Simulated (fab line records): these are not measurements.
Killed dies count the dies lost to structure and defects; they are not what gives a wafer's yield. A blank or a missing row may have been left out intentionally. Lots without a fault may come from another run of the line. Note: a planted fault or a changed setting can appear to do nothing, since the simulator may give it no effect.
A struck lot beside a sound one | flow nand-harc | 13 out of 1159 route steps
Sound: these wafers, L480.1, L480.3, L480.6. Wafers struck: L469.1, L469.4, L469.5. The cause is given at the end.
Each step with rows lists, per side, the tool, then ch with its chambers, then its first start. Under that, the readings that differ: sound wafers | struck wafers | difference of the means | sigmas: that difference in standard deviations of wafers without a fault.
alike: a reading whose means differ by less than 2 such deviations, as well as words and numbers matching on both sides. not compared: withheld readings; readings where some wafer has no value; bounds like >300 that might hide an equal value; numbers whose values overlap and for which the record gives no deviation.
Wherever a step has rows on one side only, a row that says differs or no value, or a row with sigmas, the two part there. Numbers that have no deviation but don't overlap get no sigmas and don't part them. Lack of a reading on every wafer of one side parts them only where that side has two or more wafers.

NHARC_P_M1_CMP_23: polishes, t overpolish 20 s, target thk 157.82 nm.
  sound on cmp-04 ch 1,3, day 9 04:42; struck on cmp-04 ch 1,3, day 6 11:16
  alike: motor-current-A, slurry-flow-ml-min, time-to-endpoint-s
NHARC_P_M1_THK_MEAS_24: measures by xrf.
  struck on film-metro-02, day 6 11:33; sound on film-metro-02, day 9 04:59
  alike: thk-nm
after that, 1 step had no rows for these wafers: NHARC_P_M1_SRD_25.
NHARC_P_M1_INSPECT_27:
  struck on defect-inspect-02, day 6 11:43; sound on defect-inspect-02, day 9 05:10
  alike: raw-defect-count
NHARC_P_M1_PRE_CLEAN_32: time 12 s.
  sound on pecvd-03 ch 1,2, day 9 05:14; struck on pecvd-02 ch 0,1,2, day 6 11:47
  alike: heater-power-w
NHARC_P_M1_DEP_33: deposits SiCN, target thk 30 nm.
  sound on pecvd-03 ch 1,2, day 9 05:19; struck on pecvd-02 ch 0,1,2, day 6 11:54
  alike: heater-power-w
then, 5 steps without rows for these wafers: NHARC_P_M2_DEP_00 (deposits SiOC, target thk 182.5 nm); NHARC_P_M2_DEHYDRATE_01 (time 120 s); NHARC_P_M2_HMDS_02 (time 30 s); NHARC_P_M2_COAT_34 (time 65 s); NHARC_P_M2_COAT_03 (resist thk 90 nm).
NHARC_P_M2_SOFTBAKE_04: time 55 s.
  sound on litho-track-04 ch 0, day 9 06:00; struck on litho-track-01 ch 0, day 6 12:00
  reading                  | sound                | struck               | difference | sigmas
  heater-power-total-W (W) | 188.34 188.75 188.44 | 199.74 199.83 199.85 | +11.30     | +81
after that, 1 step had no rows for these wafers: NHARC_P_M2_EBR_05.

## WHERE THEY PART
Within this record, at NHARC_P_M2_SOFTBAKE_04 only.

WHY: what had been put in by the simulator
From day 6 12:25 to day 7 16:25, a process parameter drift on litho-track-01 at NHARC_P_M2_SOFTBAKE_04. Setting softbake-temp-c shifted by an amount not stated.
